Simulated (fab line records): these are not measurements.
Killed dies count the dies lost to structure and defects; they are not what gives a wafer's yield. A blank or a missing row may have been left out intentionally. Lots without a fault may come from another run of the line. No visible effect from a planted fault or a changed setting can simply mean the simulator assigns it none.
Chamber matching ; flow n5-finfet ; N5_BEOL_M5_CO_CAP_78 on cvd-co-02: 3 sister chambers
The step material Co, precursor CCTBA/H2, target thk 2 nm, time 102.1 s. 20 wafers are shown with their chamber, then 10 later ones without.

== EACH WAFER AND ITS CHAMBER ==
wafer;chamber;heater-power-w (W);chamber-pressure-Torr (Torr)
L074.3;0;263;30.01
L074.4;1;246;30.05
L074.5;0;260;29.98
L075.1;2;276;29.99
L075.4;0;262;30.04
L075.5;1;246;29.95
L079.2;1;249;29.98
L079.3;2;285;30.04
L079.4;0;252;30.14
L084.1;2;283;29.99
L084.3;2;277;30.04
L084.5;2;285;29.98
L088.1;0;256;30.01
L088.5;0;267;29.91
L088.6;1;226;29.96
L090.2;1;225;30.01
L090.3;2;282;29.92
L090.6;1;228;29.97
L093.1;1;226;30.00
L093.3;2;281;29.96

SIGNATURES (means of the wafers above)
reading;chamber 0;chamber 1;chamber 2;scatter within a chamber
heater-power-w;260.00;235.14;281.29;7.55
chamber-pressure-Torr;30.0150;29.9886;29.9886;0.0523
Rule: distance of a wafer from a chamber = root of the sum over the readings of ((wafer's reading minus chamber's mean) / reading's scatter) squared. If the next closest chamber is less than 2 further off than the closest, the wafer can't be placed; otherwise it belongs to the closest. How the scatter is found: for the shown wafers, subtract from each reading the mean of its chamber, square and add these, divide the total by (wafers less chambers), then take the root.

== WAFERS MISSING THEIR CHAMBER ==
wafer;heater-power-w (W);chamber-pressure-Torr (Torr)
L093.6;228;30.06
L094.1;286;29.97
L094.3;229;29.96
L094.4;258;30.04
L095.1;225;30.05
L095.3;252;30.08
L095.6;261;29.93
L096.1;228;29.95
L096.5;285;29.98
L096.6;230;30.02

== THE CHAMBER EACH PASSED THROUGH ==
wafer;from the rows above;in truth
L093.6;1;1
L094.1;2;2
L094.3;1;1
L094.4;0;0
L095.1;1;1
L095.3;can't be placed: 0 or 1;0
L095.6;can't be placed: 0 or 2 or 1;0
L096.1;1;1
L096.5;2;2
L096.6;1;1
Correctly placed: 8 of 10. Unplaceable from these rows: 2, with the true chamber sitting among the candidates in 2. Number placed wrongly: 0.
